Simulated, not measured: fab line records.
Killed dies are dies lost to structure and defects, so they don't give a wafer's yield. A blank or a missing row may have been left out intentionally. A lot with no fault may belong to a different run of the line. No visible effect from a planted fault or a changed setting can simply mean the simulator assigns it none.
Which tool is to blame? :: flow n5_finfet :: 27 wafers from 10 lots sampled at 5 of the route's 1938 steps

WHAT THE GAUGES SHOWED, per wafer
The record holds no reading of a measuring or inspecting step that can be judged against a usual standard deviation.

WHAT TOOL EACH LOT RAN ON (gives the tool, then ch and the chambers of the sampled wafers, and finally the start)
lot: L970
N5_BEOL_M15_STRIP_62: rie_diel-04 ch 2,3, day 12 21:58 or earlier
N5_BEOL_M15_SPUTTER_43: pvd_sputter-02, day 12 21:58
N5_BEOL_M15_SPUTTER_44: pvd_sputter-02, day 12 22:03
N5_BEOL_M15_SPUTTER_45: pvd_sputter-02, day 12 22:08
N5_BEOL_M15_CMP_49: cmp-04 ch 0,2, day 12 22:47

lot: L969
N5_BEOL_M15_STRIP_62: rie_diel-05 ch 0,1,2, day 13 08:22 or earlier
N5_BEOL_M15_SPUTTER_43: pvd_sputter-02, day 13 08:22
N5_BEOL_M15_SPUTTER_44: pvd_sputter-02, day 13 08:26
N5_BEOL_M15_SPUTTER_45: pvd_sputter-02, day 13 08:31
N5_BEOL_M15_CMP_49: cmp-02 ch 0,2,3, day 13 09:20

lot: L975
N5_BEOL_M15_STRIP_62: rie_diel-05 ch 0,2, day 13 23:20 or earlier
N5_BEOL_M15_SPUTTER_43: pvd_sputter-01, day 13 23:20
N5_BEOL_M15_SPUTTER_44: pvd_sputter-01, day 13 23:25
N5_BEOL_M15_SPUTTER_45: pvd_sputter-01, day 13 23:29
N5_BEOL_M15_CMP_49: cmp-03 ch 0,1,2, day 14 00:26

lot: L973
N5_BEOL_M15_STRIP_62: rie_diel-02 ch 2,3, day 14 18:43 or earlier
N5_BEOL_M15_SPUTTER_43: pvd_sputter-02, day 14 18:43
N5_BEOL_M15_SPUTTER_44: pvd_sputter-02, day 14 18:48
N5_BEOL_M15_SPUTTER_45: pvd_sputter-02, day 14 18:53
N5_BEOL_M15_CMP_49: cmp-03 ch 0,1,3, day 14 19:46

lot: L979
N5_BEOL_M15_STRIP_62: rie_diel-05 ch 1,2,3, day 15 07:38 or earlier
N5_BEOL_M15_SPUTTER_43: pvd_sputter-03, day 15 07:38
N5_BEOL_M15_SPUTTER_44: pvd_sputter-03, day 15 07:43
N5_BEOL_M15_SPUTTER_45: pvd_sputter-03, day 15 07:48
N5_BEOL_M15_CMP_49: cmp-02 ch 1,2, day 15 08:30

lot: L978
N5_BEOL_M15_STRIP_62: rie_diel-02 ch 0,2,3, day 15 19:49 or earlier
N5_BEOL_M15_SPUTTER_43: pvd_sputter-02, day 15 19:49
N5_BEOL_M15_SPUTTER_44: pvd_sputter-02, day 15 19:53
N5_BEOL_M15_SPUTTER_45: pvd_sputter-02, day 15 19:58
N5_BEOL_M15_CMP_49: cmp-02 ch 1,2,3, day 15 20:57

lot: L980
N5_BEOL_M15_STRIP_62: rie_diel-05 ch 0,2,3, day 15 23:03 or earlier
N5_BEOL_M15_SPUTTER_43: pvd_sputter-03, day 15 23:03
N5_BEOL_M15_SPUTTER_44: pvd_sputter-03, day 15 23:08
N5_BEOL_M15_SPUTTER_45: pvd_sputter-03, day 15 23:13
N5_BEOL_M15_CMP_49: cmp-04 ch 0,1,2, day 15 23:52

lot: L984
N5_BEOL_M15_STRIP_62: rie_diel-02 ch 0, day 17 02:08 or earlier
N5_BEOL_M15_SPUTTER_43: pvd_sputter-02, day 17 02:08
N5_BEOL_M15_SPUTTER_44: pvd_sputter-02, day 17 02:13
N5_BEOL_M15_SPUTTER_45: pvd_sputter-02, day 17 02:17
N5_BEOL_M15_CMP_49: cmp-04 ch 0,3, day 17 03:05

lot: L986
N5_BEOL_M15_STRIP_62: rie_diel-04 ch 0,3, day 17 12:24 or earlier
N5_BEOL_M15_SPUTTER_43: pvd_sputter-02, day 17 12:24
N5_BEOL_M15_SPUTTER_44: pvd_sputter-02, day 17 12:29
N5_BEOL_M15_SPUTTER_45: pvd_sputter-02, day 17 12:34
N5_BEOL_M15_CMP_49: cmp-03 ch 1,2, day 17 13:23

lot: L989
N5_BEOL_M15_STRIP_62: rie_diel-02 ch 0, day 18 16:40 or earlier
N5_BEOL_M15_SPUTTER_43: pvd_sputter-02, day 18 16:40
N5_BEOL_M15_SPUTTER_44: pvd_sputter-02, day 18 16:44
N5_BEOL_M15_SPUTTER_45: pvd_sputter-02, day 18 16:49
N5_BEOL_M15_CMP_49: cmp-03 ch 2,3, day 18 17:29
- N5_BEOL_M15_STRIP_62: strips in O2.
- N5_BEOL_M15_SPUTTER_43: material TaN, target thk 15 nm, time 24.19 s.
- N5_BEOL_M15_SPUTTER_44: material Ta, target thk 15 nm, time 24.19 s.
- N5_BEOL_M15_SPUTTER_45: material Cu, target thk 100 nm, time 16.67 s.
- N5_BEOL_M15_CMP_49: polishes, stops on SiO2, t overpolish 4.9 s, target thk 850 nm.

AS READ BY THE TOOLS THEMSELVES (means over the sampled wafers that have a number; for cases with no such wafer, the mark the record gives instead)
N5_BEOL_M15_STRIP_62. Usual: drypump_motor_current_A 5.7 A, standard deviation 0.51; oes_product_au 0.78 a.u., standard deviation 0.1; rf_vpp_V 3.6 V, standard deviation 0.47; showerhead_plenum_p_Torr 2.10 Torr, standard deviation 0.07; throttle_valve_pct 16.75 %, standard deviation 0.25.
lot: L970
tool: rie_diel-04
drypump_motor_current_A (A): 5.6
oes_product_au (a.u.): 0.80
rf_vpp_V (V): 3.9
showerhead_plenum_p_Torr (Torr): 2.19
throttle_valve_pct (%): 16.76
flag: 

lot: L969
tool: rie_diel-05
drypump_motor_current_A (A): 5.9
oes_product_au (a.u.): 0.74
rf_vpp_V (V): 3.3
showerhead_plenum_p_Torr (Torr): 2.06
throttle_valve_pct (%): 16.71
flag: 

lot: L975
tool: rie_diel-05
drypump_motor_current_A (A): 5.4
oes_product_au (a.u.): 0.74
rf_vpp_V (V): 3.9
showerhead_plenum_p_Torr (Torr): 2.06
throttle_valve_pct (%): 16.69
flag: 

lot: L973
tool: rie_diel-02
drypump_motor_current_A (A): 5.1
oes_product_au (a.u.): 0.71
rf_vpp_V (V): 3.1
showerhead_plenum_p_Torr (Torr): 2.08
throttle_valve_pct (%): 16.87
flag: 

lot: L979
tool: rie_diel-05
drypump_motor_current_A (A): 5.9
oes_product_au (a.u.): 0.74
rf_vpp_V (V): 3.6
showerhead_plenum_p_Torr (Torr): 2.05
throttle_valve_pct (%): 16.86
flag: 

lot: L978
tool: rie_diel-02
drypump_motor_current_A (A): 5.4
oes_product_au (a.u.): 0.78
rf_vpp_V (V): 3.3
showerhead_plenum_p_Torr (Torr): 2.07
throttle_valve_pct (%): 16.77
flag: 

lot: L980
tool: rie_diel-05
drypump_motor_current_A (A): 5.5
oes_product_au (a.u.): 0.83
rf_vpp_V (V): 3.6
showerhead_plenum_p_Torr (Torr): 2.05
throttle_valve_pct (%): 16.68
flag: 

lot: L984
tool: rie_diel-02
drypump_motor_current_A (A): 6.0
oes_product_au (a.u.): 0.91
rf_vpp_V (V): 3.2
showerhead_plenum_p_Torr (Torr): 2.05
throttle_valve_pct (%): 16.71
flag: 

lot: L986
tool: rie_diel-04
drypump_motor_current_A (A): 5.8
oes_product_au (a.u.): 0.78
rf_vpp_V (V): 3.6
showerhead_plenum_p_Torr (Torr): 2.15
throttle_valve_pct (%): 16.84
flag: 

lot: L989
tool: rie_diel-02
drypump_motor_current_A (A): 6.0
oes_product_au (a.u.): 0.89
rf_vpp_V (V): 3.5
showerhead_plenum_p_Torr (Torr): 2.05
throttle_valve_pct (%): 16.74
flag: 

N5_BEOL_M15_SPUTTER_43. Usual: cathode_dc_power_W 15000 W, standard deviation 2.9; substrate_temp_c 49.99 C, standard deviation 0.12; throttle_valve_pct 29.5 %, standard deviation 0.78.
lot: L970
tool: pvd_sputter-02
cathode_dc_power_W (W): 14999
substrate_temp_c (C): 50.03
throttle_valve_pct (%): 29.0
flag: 

lot: L969
tool: pvd_sputter-02
cathode_dc_power_W (W): 14998
substrate_temp_c (C): 50.03
throttle_valve_pct (%): 28.4
flag: 

lot: L975
tool: pvd_sputter-01
cathode_dc_power_W (W): 15000
substrate_temp_c (C): 50.02
throttle_valve_pct (%): 29.9
flag: 

lot: L973
tool: pvd_sputter-02
cathode_dc_power_W (W): 15001
substrate_temp_c (C): 50.07
throttle_valve_pct (%): 30.1
flag: 

lot: L979
tool: pvd_sputter-03
cathode_dc_power_W (W): 15001
substrate_temp_c (C): 49.87
throttle_valve_pct (%): 29.9
flag: 

lot: L978
tool: pvd_sputter-02
cathode_dc_power_W (W): 14998
substrate_temp_c (C): 49.95
throttle_valve_pct (%): 29.2
flag: 

lot: L980
tool: pvd_sputter-03
cathode_dc_power_W (W): 15001
substrate_temp_c (C): 50.00
throttle_valve_pct (%): 29.2
flag: 

lot: L984
tool: pvd_sputter-02
cathode_dc_power_W (W): 15002
substrate_temp_c (C): 50.08
throttle_valve_pct (%): 29.5
flag: 

lot: L986
tool: pvd_sputter-02
cathode_dc_power_W (W): 14998
substrate_temp_c (C): 49.88
throttle_valve_pct (%): 29.8
flag: 

lot: L989
tool: pvd_sputter-02
cathode_dc_power_W (W): 14997
substrate_temp_c (C): 49.91
throttle_valve_pct (%): 28.7
flag: 

N5_BEOL_M15_SPUTTER_44. Usual: cathode_dc_power_W 15000 W, standard deviation 2.8; substrate_temp_c 50.00 C, standard deviation 0.11; throttle_valve_pct 29.5 %, standard deviation 0.78.
lot: L970
tool: pvd_sputter-02
cathode_dc_power_W (W): 14999
substrate_temp_c (C): 49.92
throttle_valve_pct (%): 29.1
flag: 

lot: L969
tool: pvd_sputter-02
cathode_dc_power_W (W): 14999
substrate_temp_c (C): 50.04
throttle_valve_pct (%): 28.5
flag: 

lot: L975
tool: pvd_sputter-01
cathode_dc_power_W (W): 15001
substrate_temp_c (C): 49.94
throttle_valve_pct (%): 30.0
flag: 

lot: L973
tool: pvd_sputter-02
cathode_dc_power_W (W): 15002
substrate_temp_c (C): 49.95
throttle_valve_pct (%): 30.3
flag: 

lot: L979
tool: pvd_sputter-03
cathode_dc_power_W (W): 15001
substrate_temp_c (C): 50.01
throttle_valve_pct (%): 29.9
flag: 

lot: L978
tool: pvd_sputter-02
cathode_dc_power_W (W): 15001
substrate_temp_c (C): 50.02
throttle_valve_pct (%): 29.3
flag: 

lot: L980
tool: pvd_sputter-03
cathode_dc_power_W (W): 14999
substrate_temp_c (C): 50.08
throttle_valve_pct (%): 29.1
flag: 

lot: L984
tool: pvd_sputter-02
cathode_dc_power_W (W): 15000
substrate_temp_c (C): 50.00
throttle_valve_pct (%): 29.5
flag: 

lot: L986
tool: pvd_sputter-02
cathode_dc_power_W (W): 15000
substrate_temp_c (C): 49.98
throttle_valve_pct (%): 29.9
flag: 

lot: L989
tool: pvd_sputter-02
cathode_dc_power_W (W): 15002
substrate_temp_c (C): 50.21
throttle_valve_pct (%): 28.6
flag: 

N5_BEOL_M15_SPUTTER_45. Usual: cathode_dc_power_W 26001 W, standard deviation 4.6; substrate_temp_c -20.01 C, standard deviation 0.1; throttle_valve_pct 29.5 %, standard deviation 0.79.
lot: L970
tool: pvd_sputter-02
cathode_dc_power_W (W): 25996
substrate_temp_c (C): -20.06
throttle_valve_pct (%): 28.9
flag: 

lot: L969
tool: pvd_sputter-02
cathode_dc_power_W (W): 25999
substrate_temp_c (C): -20.04
throttle_valve_pct (%): 28.3
flag: 

lot: L975
tool: pvd_sputter-01
cathode_dc_power_W (W): 26002
substrate_temp_c (C): -20.01
throttle_valve_pct (%): 29.9
flag: 

lot: L973
tool: pvd_sputter-02
cathode_dc_power_W (W): 26003
substrate_temp_c (C): -19.91
throttle_valve_pct (%): 30.1
flag: 

lot: L979
tool: pvd_sputter-03
cathode_dc_power_W (W): 25999
substrate_temp_c (C): -20.05
throttle_valve_pct (%): 29.8
flag: 

lot: L978
tool: pvd_sputter-02
cathode_dc_power_W (W): 26000
substrate_temp_c (C): -20.07
throttle_valve_pct (%): 29.1
flag: 

lot: L980
tool: pvd_sputter-03
cathode_dc_power_W (W): 25999
substrate_temp_c (C): -20.08
throttle_valve_pct (%): 29.2
flag: 

lot: L984
tool: pvd_sputter-02
cathode_dc_power_W (W): 25996
substrate_temp_c (C): -19.99
throttle_valve_pct (%): 29.4
flag: 

lot: L986
tool: pvd_sputter-02
cathode_dc_power_W (W): 25999
substrate_temp_c (C): -19.91
throttle_valve_pct (%): 29.8
flag: 

lot: L989
tool: pvd_sputter-02
cathode_dc_power_W (W): 26002
substrate_temp_c (C): -20.09
throttle_valve_pct (%): 28.6
flag: 

N5_BEOL_M15_CMP_49. Usual: barrier_field_endpoint_s 11.40 s, standard deviation 0.28; motor_current_A 7.9 A, standard deviation 1.3; pad_life_wafers 1096, standard deviation 550; slurry_filter_dp_kPa 13.49 kPa, standard deviation 0.13.
lot: L970
tool: cmp-04
barrier_field_endpoint_s (s): 11.40
motor_current_A (A): 8.1
pad_life_wafers: 835
slurry_filter_dp_kPa (kPa): 13.46
flag: 

lot: L969
tool: cmp-02
barrier_field_endpoint_s (s): 11.59
motor_current_A (A): 7.9
pad_life_wafers: 165
slurry_filter_dp_kPa (kPa): 13.46
flag: 

lot: L975
tool: cmp-03
barrier_field_endpoint_s (s): 11.55
motor_current_A (A): 7.1
pad_life_wafers: 1346
slurry_filter_dp_kPa (kPa): 13.42
flag: 

lot: L973
tool: cmp-03
barrier_field_endpoint_s (s): 11.11
motor_current_A (A): 8.5
pad_life_wafers: 1526
slurry_filter_dp_kPa (kPa): 13.56
flag: 

lot: L979
tool: cmp-02
barrier_field_endpoint_s (s): 11.35
motor_current_A (A): 8.8
pad_life_wafers: 559
slurry_filter_dp_kPa (kPa): 13.45
flag: 

lot: L978
tool: cmp-02
barrier_field_endpoint_s (s): 11.21
motor_current_A (A): 8.5
pad_life_wafers: 661
slurry_filter_dp_kPa (kPa): 13.52
flag: 

lot: L980
tool: cmp-04
barrier_field_endpoint_s (s): 11.64
motor_current_A (A): 7.6
pad_life_wafers: 1495
slurry_filter_dp_kPa (kPa): 13.45
flag: 

lot: L984
tool: cmp-04
barrier_field_endpoint_s (s): 7.98
motor_current_A (A): 7.9
pad_life_wafers: 1706
slurry_filter_dp_kPa (kPa): 13.54
flag: OFF

lot: L986
tool: cmp-03
barrier_field_endpoint_s (s): 9.70
motor_current_A (A): 7.4
pad_life_wafers: 2091
slurry_filter_dp_kPa (kPa): 13.43
flag: OFF

lot: L989
tool: cmp-03
barrier_field_endpoint_s (s): 9.91
motor_current_A (A): 8.1
pad_life_wafers: 144
slurry_filter_dp_kPa (kPa): 13.38
flag: OFF

THE ANSWER, worked out from the rows above alone
Rule: a lot is off if the mean of its wafers that have a number lies more than 3 standard deviations from the usual mean. Also off: a lot with no number at a reading for which 4 or more lots have one. All remaining lots with rows at the step are treated as sound. Order of review: gauges by route order, followed by the tools' own readings, for which a lot's mean as printed above is used. The first step at which some lot is off is used, and at that step the reading that is off furthest; a lot without a number counts as furthest.
Off, at N5_BEOL_M15_CMP_49 on barrier_field_endpoint_s: L984, L986, L989.
If a tool, at that step or one of the process steps before it, ran each lot that is off and ran no sound lot following the first of them, it fits. With no start given for some of its lots, N5_BEOL_M15_STRIP_62 uses the hours and lot order of N5_BEOL_M15_SPUTTER_43. One candidate fits, namely pvd_sputter-02 at N5_BEOL_M15_SPUTTER_43 and N5_BEOL_M15_SPUTTER_44 and N5_BEOL_M15_SPUTTER_45. At N5_BEOL_M15_SPUTTER_43 its last sound lot is L978 (day 15 19:49), its first lot that is off L984 (day 17 02:08): a fault that began between those two fits.

WHAT THE SIMULATOR HAD INSERTED
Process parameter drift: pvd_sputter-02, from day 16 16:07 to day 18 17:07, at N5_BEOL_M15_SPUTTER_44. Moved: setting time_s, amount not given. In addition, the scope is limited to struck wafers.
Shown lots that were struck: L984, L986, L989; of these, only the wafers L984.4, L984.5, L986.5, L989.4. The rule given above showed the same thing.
